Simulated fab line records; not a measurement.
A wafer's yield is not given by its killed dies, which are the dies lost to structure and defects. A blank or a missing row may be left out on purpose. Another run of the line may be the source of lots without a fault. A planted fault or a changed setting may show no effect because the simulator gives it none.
Chamber matching / flow n5_finfet / 4 sister chambers for N5_MOL_CONTACT_COAG_ETCH_15 on rie_diel-04
The step etches SiNx in CH3F/O2, stops on Si:P, target depth 7 nm. 20 wafers are shown with their chamber, then 10 later ones without.

EACH WAFER AND ITS CHAMBER
wafer=L077.1; chamber=1; drypump_motor_current_A (A)=5.4; throttle_valve_pct (%)=16.10; rf_vpp_V (V)=296
wafer=L077.4; chamber=1; drypump_motor_current_A (A)=5.4; throttle_valve_pct (%)=16.09; rf_vpp_V (V)=296
wafer=L077.5; chamber=2; drypump_motor_current_A (A)=5.5; throttle_valve_pct (%)=15.94; rf_vpp_V (V)=297
wafer=L079.2; chamber=3; drypump_motor_current_A (A)=4.9; throttle_valve_pct (%)=16.36; rf_vpp_V (V)=288
wafer=L079.4; chamber=2; drypump_motor_current_A (A)=5.5; throttle_valve_pct (%)=15.98; rf_vpp_V (V)=296
wafer=L079.6; chamber=3; drypump_motor_current_A (A)=5.0; throttle_valve_pct (%)=16.38; rf_vpp_V (V)=287
wafer=L081.1; chamber=2; drypump_motor_current_A (A)=5.5; throttle_valve_pct (%)=15.96; rf_vpp_V (V)=297
wafer=L081.4; chamber=0; drypump_motor_current_A (A)=6.1; throttle_valve_pct (%)=16.32; rf_vpp_V (V)=298
wafer=L081.5; chamber=1; drypump_motor_current_A (A)=5.4; throttle_valve_pct (%)=16.13; rf_vpp_V (V)=296
wafer=L084.1; chamber=3; drypump_motor_current_A (A)=4.9; throttle_valve_pct (%)=16.38; rf_vpp_V (V)=288
wafer=L084.2; chamber=0; drypump_motor_current_A (A)=6.1; throttle_valve_pct (%)=16.33; rf_vpp_V (V)=300
wafer=L084.5; chamber=2; drypump_motor_current_A (A)=5.5; throttle_valve_pct (%)=15.99; rf_vpp_V (V)=299
wafer=L085.3; chamber=2; drypump_motor_current_A (A)=5.5; throttle_valve_pct (%)=15.97; rf_vpp_V (V)=299
wafer=L085.4; chamber=1; drypump_motor_current_A (A)=5.4; throttle_valve_pct (%)=16.12; rf_vpp_V (V)=298
wafer=L085.5; chamber=3; drypump_motor_current_A (A)=4.9; throttle_valve_pct (%)=16.39; rf_vpp_V (V)=288
wafer=L089.2; chamber=3; drypump_motor_current_A (A)=4.9; throttle_valve_pct (%)=16.40; rf_vpp_V (V)=288
wafer=L089.4; chamber=2; drypump_motor_current_A (A)=5.5; throttle_valve_pct (%)=15.99; rf_vpp_V (V)=296
wafer=L089.6; chamber=0; drypump_motor_current_A (A)=6.0; throttle_valve_pct (%)=16.32; rf_vpp_V (V)=298
wafer=L090.2; chamber=1; drypump_motor_current_A (A)=5.4; throttle_valve_pct (%)=16.15; rf_vpp_V (V)=296
wafer=L090.3; chamber=2; drypump_motor_current_A (A)=5.6; throttle_valve_pct (%)=16.01; rf_vpp_V (V)=297

SIGNATURES (averages over the wafers above)
reading=drypump_motor_current_A; chamber 0=6.067; chamber 1=5.400; chamber 2=5.514; chamber 3=4.920; scatter within a chamber=0.0381
reading=throttle_valve_pct; chamber 0=16.3233; chamber 1=16.1180; chamber 2=15.9771; chamber 3=16.3820; scatter within a chamber=0.02
reading=rf_vpp_V; chamber 0=298.67; chamber 1=296.40; chamber 2=297.29; chamber 3=287.80; scatter within a chamber=1
Rule: a wafer lies at a distance from a chamber equal to the root of the sum of squares, over the readings, of (its reading less the chamber's mean, divided by the reading's scatter). The wafer belongs to the nearest chamber; if the next one is less than 2 further off, it can't be placed. The scatter: the root of (the sum of the squares of (reading less its chamber's mean) over the shown wafers, divided by (wafers less chambers)).

WAFERS WITH NO CHAMBER GIVEN
wafer=L090.6; drypump_motor_current_A (A)=6.1; throttle_valve_pct (%)=16.35; rf_vpp_V (V)=300
wafer=L093.2; drypump_motor_current_A (A)=5.5; throttle_valve_pct (%)=16.00; rf_vpp_V (V)=298
wafer=L093.3; drypump_motor_current_A (A)=5.4; throttle_valve_pct (%)=16.16; rf_vpp_V (V)=297
wafer=L093.5; drypump_motor_current_A (A)=6.0; throttle_valve_pct (%)=16.35; rf_vpp_V (V)=299
wafer=L094.1; drypump_motor_current_A (A)=5.4; throttle_valve_pct (%)=16.18; rf_vpp_V (V)=297
wafer=L094.4; drypump_motor_current_A (A)=5.5; throttle_valve_pct (%)=16.01; rf_vpp_V (V)=296
wafer=L094.5; drypump_motor_current_A (A)=5.4; throttle_valve_pct (%)=16.18; rf_vpp_V (V)=296
wafer=L096.2; drypump_motor_current_A (A)=5.4; throttle_valve_pct (%)=16.18; rf_vpp_V (V)=297
wafer=L096.3; drypump_motor_current_A (A)=5.5; throttle_valve_pct (%)=16.04; rf_vpp_V (V)=297
wafer=L096.5; drypump_motor_current_A (A)=6.1; throttle_valve_pct (%)=16.36; rf_vpp_V (V)=299

WHICH CHAMBER EACH WENT THROUGH
wafer=L090.6; from the rows above=0; in truth=0
wafer=L093.2; from the rows above=2; in truth=2
wafer=L093.3; from the rows above=1; in truth=1
wafer=L093.5; from the rows above=0; in truth=0
wafer=L094.1; from the rows above=1; in truth=1
wafer=L094.4; from the rows above=2; in truth=2
wafer=L094.5; from the rows above=1; in truth=1
wafer=L096.2; from the rows above=1; in truth=1
wafer=L096.3; from the rows above=can't be placed: 2 or 1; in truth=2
wafer=L096.5; from the rows above=0; in truth=0
Correctly placed: 9 of 10. These rows do not allow placing 1 (true chamber among the candidates in 1). Number placed wrongly: 0.
